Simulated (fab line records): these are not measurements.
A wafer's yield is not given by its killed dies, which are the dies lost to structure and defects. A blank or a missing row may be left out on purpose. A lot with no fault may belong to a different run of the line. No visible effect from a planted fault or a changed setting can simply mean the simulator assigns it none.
Which tool was responsible? | flow nand-harc | 36 wafers from 12 lots sampled at 5 of the route's 1159 steps

== WHAT EACH GAUGE READ, for each wafer ==
NHARC_END_SORT_01. Usual: defect-limited-yield 95.7 %, standard deviation 1.5; killed-at-array 25, standard deviation 9.8; killed-at-other 0.8, standard deviation 1.1; killed-at-periphery 3.3, standard deviation 2.1; killed-dies 29, standard deviation 10; killed-open 3.3, standard deviation 1.8; killed-short 1.9, standard deviation 1.4; sort_bin_2_pct 1.3 %, standard deviation 0.6; sort_bin_3_pct 0.25 %, standard deviation 0.23; sort_bin_4_pct 2.8 %, standard deviation 0.97; sort-n-pass 648, standard deviation 10; sort-rim-yield-pct 95 %, standard deviation 3.2; sort-yield-pct 95.7 %, standard deviation 1.5.
lot  | measured     | on        | defect-limited-yield (%) | killed-at-array | killed-at-other | killed-at-periphery | killed-dies | killed-open | killed-short | sort_bin_2_pct (%) | sort_bin_3_pct (%) | sort_bin_4_pct (%) | sort-n-pass | sort-rim-yield-pct (%) | sort-yield-pct (%) | flag
L478 | day 21 22:04 | prober-02 | 81.5 97.2 96.8           | 123 17 19       | 0 1 1           | 2 1 2               | 125 19 22   | 5 3 3       | 4 2 3        | 8.6 0.9 0.9        | 5.61 0 0.44        | 4.3 1.9 1.9        | 552 658 655 | 89 94 94               | 81.5 97.2 96.8     | OFF

== EACH LOT AND THE TOOL THAT RAN IT (in order: tool; ch and the chambers of the sampled wafers; start) ==
lot  | NHARC_A_M0_PRE_CLEAN_29                 | NHARC_A_M0_PVD_21                       | NHARC_A_M1_PVD_20                       | NHARC_A_BONDPAD_ETCH_24
L468 | pvd-sputter-02, day 18 08:22 or earlier | pvd-sputter-02, day 18 08:22 or earlier | pvd-sputter-02, day 18 08:22 or earlier | rie-diel-06 ch 1,2, day 18 08:22
L472 | pvd-sputter-01, day 18 09:55 or earlier | pvd-sputter-01, day 18 09:55 or earlier | pvd-sputter-02, day 18 09:55 or earlier | rie-diel-06 ch 0,1, day 18 09:55
L469 | pvd-sputter-03, day 18 10:29 or earlier | pvd-sputter-03, day 18 10:29 or earlier | pvd-sputter-01, day 18 10:29 or earlier | rie-diel-04 ch 0,3, day 18 10:29
L473 | pvd-sputter-02, day 19 06:53 or earlier | pvd-sputter-02, day 19 06:53 or earlier | pvd-sputter-03, day 19 06:53 or earlier | rie-diel-03 ch 1,2, day 19 06:53
L474 | pvd-sputter-02, day 19 19:38 or earlier | pvd-sputter-02, day 19 19:38 or earlier | pvd-sputter-02, day 19 19:38 or earlier | rie-diel-04 ch 0,2,3, day 19 19:38
L478 | pvd-sputter-02, day 20 17:02 or earlier | pvd-sputter-02, day 20 17:02 or earlier | pvd-sputter-01, day 20 17:02 or earlier | rie-diel-06 ch 0,2,3, day 20 17:02
L485 | pvd-sputter-03, day 22 18:40 or earlier | pvd-sputter-03, day 22 18:40 or earlier | pvd-sputter-03, day 22 18:40 or earlier | rie-diel-03 ch 0,1, day 22 18:40
L486 | pvd-sputter-02, day 23 06:24 or earlier | pvd-sputter-02, day 23 06:24 or earlier | pvd-sputter-01, day 23 06:24 or earlier | rie-diel-03 ch 0,1,3, day 23 06:24
L483 | pvd-sputter-02, day 23 06:47 or earlier | pvd-sputter-02, day 23 06:47 or earlier | pvd-sputter-01, day 23 06:47 or earlier | rie-diel-03 ch 0,1, day 23 06:47
L488 | pvd-sputter-02, day 23 09:33 or earlier | pvd-sputter-02, day 23 09:33 or earlier | pvd-sputter-03, day 23 09:33 or earlier | rie-diel-06 ch 1,2,3, day 23 09:33
L491 | pvd-sputter-03, day 23 14:46 or earlier | pvd-sputter-03, day 23 14:46 or earlier | pvd-sputter-02, day 23 14:46 or earlier | rie-diel-04 ch 2,3, day 23 14:46
L490 | pvd-sputter-01, day 23 15:05 or earlier | pvd-sputter-01, day 23 15:05 or earlier | pvd-sputter-03, day 23 15:05 or earlier | rie-diel-06 ch 1,2,3, day 23 15:05
- NHARC_A_M0_PRE_CLEAN_29: time 30 s.
- NHARC_A_M0_PVD_21: deposits Cu, target thk 30 nm, time 20.49 s.
- NHARC_A_M1_PVD_20: deposits TaN, target thk 5 nm, time 8.06 s.
- NHARC_A_BONDPAD_ETCH_24: etches the open film in CF4/N2, target depth 30 nm, time 72.99 s.

== WHAT THE TOOLS THEMSELVES READ (means of the sampled wafers that have a number; where no wafer has one, the mark that the record gives instead) ==
NHARC_A_M0_PRE_CLEAN_29. Usual: heater-power-w 421 W, standard deviation 60.
lot  | tool           | heater-power-w (W) | flag
L468 | pvd-sputter-02 | 445                |
L472 | pvd-sputter-01 | 393                |
L469 | pvd-sputter-03 | 388                |
L473 | pvd-sputter-02 | 431                |
L474 | pvd-sputter-02 | 426                |
L478 | pvd-sputter-02 | 486                |
L485 | pvd-sputter-03 | 403                |
L486 | pvd-sputter-02 | 466                |
L483 | pvd-sputter-02 | 485                |
L488 | pvd-sputter-02 | 423                |
L491 | pvd-sputter-03 | 441                |
L490 | pvd-sputter-01 | 375                |

NHARC_A_M0_PVD_21. Usual: throttle-valve-pct 29.7 %, standard deviation 0.87.
lot  | tool           | throttle-valve-pct (%) | flag
L468 | pvd-sputter-02 | 29.4                   |
L472 | pvd-sputter-01 | 29.2                   |
L469 | pvd-sputter-03 | 30.3                   |
L473 | pvd-sputter-02 | 29.2                   |
L474 | pvd-sputter-02 | 29.9                   |
L478 | pvd-sputter-02 | 29.7                   |
L485 | pvd-sputter-03 | 30.0                   |
L486 | pvd-sputter-02 | 29.6                   |
L483 | pvd-sputter-02 | 29.2                   |
L488 | pvd-sputter-02 | 29.3                   |
L491 | pvd-sputter-03 | 29.3                   |
L490 | pvd-sputter-01 | 30.2                   |

NHARC_A_M1_PVD_20. Usual: throttle-valve-pct 29.6 %, standard deviation 0.92.
lot  | tool           | throttle-valve-pct (%) | flag
L468 | pvd-sputter-02 | 29.8                   |
L472 | pvd-sputter-02 | 29.1                   |
L469 | pvd-sputter-01 | 29.7                   |
L473 | pvd-sputter-03 | 30.1                   |
L474 | pvd-sputter-02 | 29.8                   |
L478 | pvd-sputter-01 | 30.3                   |
L485 | pvd-sputter-03 | 29.3                   |
L486 | pvd-sputter-01 | 29.6                   |
L483 | pvd-sputter-01 | 29.6                   |
L488 | pvd-sputter-03 | 29.6                   |
L491 | pvd-sputter-02 | 30.4                   |
L490 | pvd-sputter-03 | 28.8                   |

NHARC_A_BONDPAD_ETCH_24. Usual: drypump-motor-current-A 5.6 A, standard deviation 0.5; oes-product-au 0.999 a.u., standard deviation 0.008; rf-vpp-V 314.0 V, standard deviation 1.7; showerhead-plenum-p-Torr 2.62 Torr, standard deviation 0.088; throttle-valve-pct 19.795 %, standard deviation 0.0083.
lot  | tool        | drypump-motor-current-A (A) | oes-product-au (a.u.) | rf-vpp-V (V) | showerhead-plenum-p-Torr (Torr) | throttle-valve-pct (%) | flag
L468 | rie-diel-06 | 6.0                         | 1.006                 | 312.3        | 2.53                            | 19.792                 |
L472 | rie-diel-06 | 5.1                         | 1.006                 | 314.0        | 2.59                            | 19.789                 |
L469 | rie-diel-04 | 6.1                         | 1.010                 | 314.2        | 2.64                            | 19.801                 |
L473 | rie-diel-03 | 5.4                         | 0.992                 | 315.4        | 2.74                            | 19.800                 |
L474 | rie-diel-04 | 5.9                         | 1.005                 | 313.2        | 2.61                            | 19.790                 |
L478 | rie-diel-06 | 5.5                         | 0.996                 | 314.3        | 2.63                            | 19.794                 |
L485 | rie-diel-03 | 5.4                         | 0.996                 | 313.1        | 2.57                            | 19.800                 |
L486 | rie-diel-03 | 5.8                         | 0.999                 | 314.9        | 2.65                            | 19.800                 |
L483 | rie-diel-03 | 5.5                         | 1.002                 | 315.0        | 2.68                            | 19.796                 |
L488 | rie-diel-06 | 5.8                         | 1.009                 | 313.8        | 2.58                            | 19.790                 |
L491 | rie-diel-04 | 5.8                         | 0.994                 | 313.0        | 2.55                            | 19.795                 |
L490 | rie-diel-06 | 5.8                         | 1.006                 | 313.3        | 2.58                            | 19.798                 |

== THE ANSWER, worked out from the rows above alone ==
Rule: take the mean of a lot's wafers that have a number; if it is more than 3 standard deviations from the usual mean, the lot is off. Also off: a lot with no number at a reading for which 4 or more lots have one. The other lots that the step has rows for count as sound. The gauges are gone through in route order, then the tools' own readings, and for those a lot's mean is taken as printed above. The first step at which some lot is off is used, and at that step the reading that is off furthest; a lot without a number counts as furthest.
Off at NHARC_END_SORT_01 (sort_bin_3_pct): L478. Neither off nor sound, because the step has no rows for them: L468, L472, L469, L473, L474, L485, L486, L483, L488, L491, L490.
A tool fits if, at a process step before that reading, it ran every lot that is off, and no sound lot after the first of them. Those tools and the gauges at NHARC_END_SORT_01 are tried in the same way. NHARC_A_M0_PRE_CLEAN_29: start missing for some lots; hours and lot order therefore follow NHARC_A_BONDPAD_ETCH_24. NHARC_A_M0_PVD_21: start missing for some lots; hours and lot order therefore follow NHARC_A_BONDPAD_ETCH_24. NHARC_A_M1_PVD_20: start missing for some lots; hours and lot order therefore follow NHARC_A_BONDPAD_ETCH_24. Can't be told from this: 4 tools fit, pvd-sputter-02 at NHARC_A_M0_PRE_CLEAN_29 and NHARC_A_M0_PVD_21, pvd-sputter-01 at NHARC_A_M1_PVD_20, rie-diel-06 at NHARC_A_BONDPAD_ETCH_24, prober-02 at NHARC_END_SORT_01.

== WHAT THE SIMULATOR HAD INSERTED ==
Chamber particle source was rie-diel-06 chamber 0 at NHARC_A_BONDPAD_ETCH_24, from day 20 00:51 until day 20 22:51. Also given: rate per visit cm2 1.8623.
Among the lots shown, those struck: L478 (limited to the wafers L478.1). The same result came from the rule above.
